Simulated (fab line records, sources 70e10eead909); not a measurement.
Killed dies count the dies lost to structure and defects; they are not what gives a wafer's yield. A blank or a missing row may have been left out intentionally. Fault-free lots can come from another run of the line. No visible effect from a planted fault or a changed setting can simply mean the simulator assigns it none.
8D (eight disciplines) problem report, filled in by code | flow nandHarc | the parts of the form that need people (team, actions taken, sign-off) are left out

== 1. THE PROBLEM ==
Wafers without a fault read 30.2 s with a standard deviation of 2.2, while timeToEndpointS at NHARC_P_M2_CMP_23 averages 16.6 s across 2 wafers of 1 lot. Relative to the usual mean, that is a shift of -6.2 standard deviations.
The step: polishes, t overpolish 20 s, target thk 144.3 nm.
First seen on wafer L810.1, day 8 11:50, on cmp-04. The record holds 36 wafers of 12 lots with a number at this step. Rule for "out", or "out of limits": more than 4 standard deviations from the usual mean. All remaining wafers that have a number are taken as sound.

== 2. WHAT IT IS, WHAT IT ISN'T ==
question                    | is               | is not
which readings at this step | timeToEndpointS  | motorCurrentA
which lots                  | L810             | L800, L801, L803, L804, L805, L808, L812, L814, L816, L821, L822
which wafers of those lots  | L810.1, L810.6   | L810.4
read on which tools         | cmp-04           | cmp-02, cmp-03
when                        | from day 8 11:50 | up to then (19 sound wafers); but 15 sound wafers of L812, L814, L816, L821, L822 came after

== 3. SUSPECTS, AND WHAT RULES EACH OUT ==
Counting: if a tool at a process step up to the reading ran every lot that is out, it stays a suspect. Sound lots after the first of them don't rule it out here, since some wafers of a struck lot are sound.
- rieDiel-07 at NHARC_P_M2_ETCH_35 (etches the open film in N2/H2, target depth 40 nm, overetch 12 nm, time 43.94 s): kept. It processed L810, the lot that is out, at day 8 09:47, and its most recent sound lot before then was L805 at day 7 10:31.
- pvdSputter-02 at NHARC_P_M2_PRE_CLEAN_30 (time 30 s): kept. It ran the lot that is out, L810 (day 8 11:10). NHARC_P_M2_PRE_CLEAN_30: start missing for some lots; hours and lot order therefore follow NHARC_P_M2_ECD_22.
- ecdCu-01 at NHARC_P_M2_ECD_22 (material Cu, target thk 400 nm): kept. It processed L810, the lot that is out, at day 8 11:10, and its most recent sound lot before then was L805 at day 7 11:52.
- cmp-04 at NHARC_P_M2_CMP_23 (polishes, t overpolish 20 s, target thk 144.3 nm): kept. It processed L810, the lot that is out, at day 8 11:50, and its most recent sound lot before then was L805 at day 7 12:32. On those wafers its own readings are out: timeToEndpointS.
- Within cmp-04 at NHARC_P_M2_CMP_23: the wafers that are out ran in chambers 1, 3; their sound lot-mates ran in chamber 0.
Left after counting: rieDiel-07 at NHARC_P_M2_ETCH_35, pvdSputter-02 at NHARC_P_M2_PRE_CLEAN_30, ecdCu-01 at NHARC_P_M2_ECD_22, cmp-04 at NHARC_P_M2_CMP_23.

== 4. THE CAUSE (what the simulator had put in) ==
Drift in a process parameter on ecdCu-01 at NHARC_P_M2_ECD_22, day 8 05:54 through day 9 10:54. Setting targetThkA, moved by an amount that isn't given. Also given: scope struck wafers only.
This tool is one of the 4 suspects left after counting.

== 5. SEQUENCE OF EFFECTS, ordered by route ==
Rows list readings where the struck wafers' mean (over those with a number) sits beyond 3 standard deviations from the usual. Readings are gone through only where the record gives a usual standard deviation; hours: the median, over the lots, of the time from a lot's start at the first step in this table giving one to that lot's start at this step; sigmas: the change measured in usual standard deviations.
hours | step              | reading         | usual  | on struck wafers | change | sigmas
0     | NHARC_P_M2_CMP_23 | timeToEndpointS | 30.2 s | 16.6             | -13.6  | -6.2
The process steps in it:
- NHARC_P_M2_CMP_23: polishes, t overpolish 20 s, target thk 144.3 nm.

== 6. WHAT WOULD HAVE CAUGHT IT SOONER ==
In this record no reading fell out of limits until day 8 11:50, 6 hours after the fault had begun at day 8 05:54.
By day 8 11:50, every lot that is out (1) had started NHARC_P_M2_ECD_22 on ecdCu-01. A hold on the tool at that time would have spared none of them.
